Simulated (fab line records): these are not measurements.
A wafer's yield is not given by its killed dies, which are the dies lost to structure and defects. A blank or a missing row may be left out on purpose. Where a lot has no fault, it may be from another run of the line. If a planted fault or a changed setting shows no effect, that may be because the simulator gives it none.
Comparing a struck lot with a sound one    flow n5Finfet    14 out of 1938 route steps
Sound: wafers L242.1, L242.2, L242.6. Struck: wafers L253.3, L253.5, L253.6. The cause is named last.
Order at every step that has rows: each side's tool, ch and its chambers, its first start. Under that, the readings that differ: sound wafers    struck wafers    difference of the means    sigmas: that difference in standard deviations of wafers without a fault.
alike: a reading whose means differ by less than 2 such deviations, as well as words and numbers matching on both sides. not compared: withheld readings; readings where some wafer has no value; bounds like >300 that might hide an equal value; numbers whose values overlap and for which the record gives no deviation.
A row with sigmas, a row that says differs or no value, or rows on one side alone: a step with any of these is where the two part. Numbers that have no deviation but don't overlap get no sigmas and don't part them. A reading that every wafer of one side lacks parts them only if that side has two wafers or more.

first, 4 steps without rows for these wafers: N5_BEOL_M1_SOFTBAKE_23 (time 60 s); N5_BEOL_M1_EXPOSE_25 (exposes mask V0, defocus 5 nm, target cd 24 nm); N5_BEOL_M1_PEB_26 (peb time 60 s); N5_BEOL_M1_DEVELOP_27 (develop time 30 s).
N5_BEOL_M1_CD_MEAS_28: target cd y 23.3 nm.
  sound on cdSem-01 ch 0, day 9 09:39; struck on cdSem-01 ch 0, day 11 23:31
  alike: cdNm
N5_BEOL_M1_OVL_MEAS_29:
  sound on overlay-02 ch 0, day 9 09:41; struck on overlay-02 ch 0, day 11 23:33
  alike: V0_OVL
N5_BEOL_M1_INSPECT_30: inspects for defects (brightfield).
  sound on defectInspect-01 at day 9 09:44; struck on defectInspect-02 at day 11 23:36
  alike: rawDefectCount
N5_BEOL_M1_DESCUM_33: chemistry O2, time 7 s.
  sound on rieDiel-06 ch 1,3, day 9 09:47; struck on rieDiel-03 ch 0,2,3, day 11 23:38
  alike: biasPowerW, drypumpMotorCurrentA, oesProductAu, rfVppV, showerheadPlenumPTorr, throttleValvePct
  not compared: rfHoursCounterH
N5_BEOL_M1_ETCH_77: etches underlayer in N2/H2, target depth 6.5 nm, time 5.2 s.
  sound on rieDiel-06 ch 1,3, day 9 09:49; struck on rieDiel-03 ch 0,2,3, day 11 23:40
  alike: drypumpMotorCurrentA, etchRfOnTimeS, oesProductAu, rfVppV, showerheadPlenumPTorr, throttleValvePct
  not compared: rfHoursCounterH
N5_BEOL_M1_ETCH_69: etches SiARC in CF4, target depth 15.6 nm, time 26 s.
  sound on rieDiel-06 ch 1,3, day 9 09:50; struck on rieDiel-03 ch 0,2,3, day 11 23:41
  alike: drypumpMotorCurrentA, etchRfOnTimeS, mfcArSccm, oesProductAu, rfVppV, showerheadPlenumPTorr, throttleValvePct
  not compared: rfHoursCounterH
N5_BEOL_M1_ALD_98: deposits SiO2, target thk 2.5 nm, pulse time 1 s, co reactant pulse time 1 s.
  sound on aldSin-04 ch 1,2,3, day 9 09:55; struck on aldSin-04 ch 1,2,3, day 11 23:48
  alike: heaterPowerW, precursorPulseHeightRel, susceptorTempC
N5_BEOL_M1_ETCHBACK_99: etches SiO2 in CHF3, target depth 5 nm, time 10.4 s.
  sound on rieDiel-04 ch 0,3, day 9 11:37; struck on rieDiel-04 ch 2,3, day 12 07:41
  alike: drypumpMotorCurrentA, mfcArSccm, oesProductAu, rfVppV, showerheadPlenumPTorr, throttleValvePct
  not compared: rfHoursCounterH
N5_BEOL_M1_ETCH_70: etches SOC in N2/H2, target depth 80 nm, overetch 16 nm, time 120 s.
  sound on rieDiel-04 ch 0,3, day 9 11:38; struck on rieDiel-04 ch 2,3, day 12 07:44
reading         sound              struck             difference  sigmas
runLengthS (s)  142.7 142.8 142.4  150.1 150.2 150.0  +7.5        +15
  alike: drypumpMotorCurrentA, oesProductAu, rfVppV, showerheadPlenumPTorr, throttleValvePct
  not compared: rfHoursCounterH, model.SiARC_of_BEOL_M1_COAT_68.thkNm
then, 1 step without rows for these wafers: N5_BEOL_M1_STRIP_71 (strips in N2/H2).

WHERE THEY PART
At N5_BEOL_M1_ETCH_70 and nowhere else, as far as this record goes.

WHY: whatever the simulator had introduced
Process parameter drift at N5_BEOL_M1_ETCH_70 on rieDiel-04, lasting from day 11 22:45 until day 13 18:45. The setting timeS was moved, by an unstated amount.
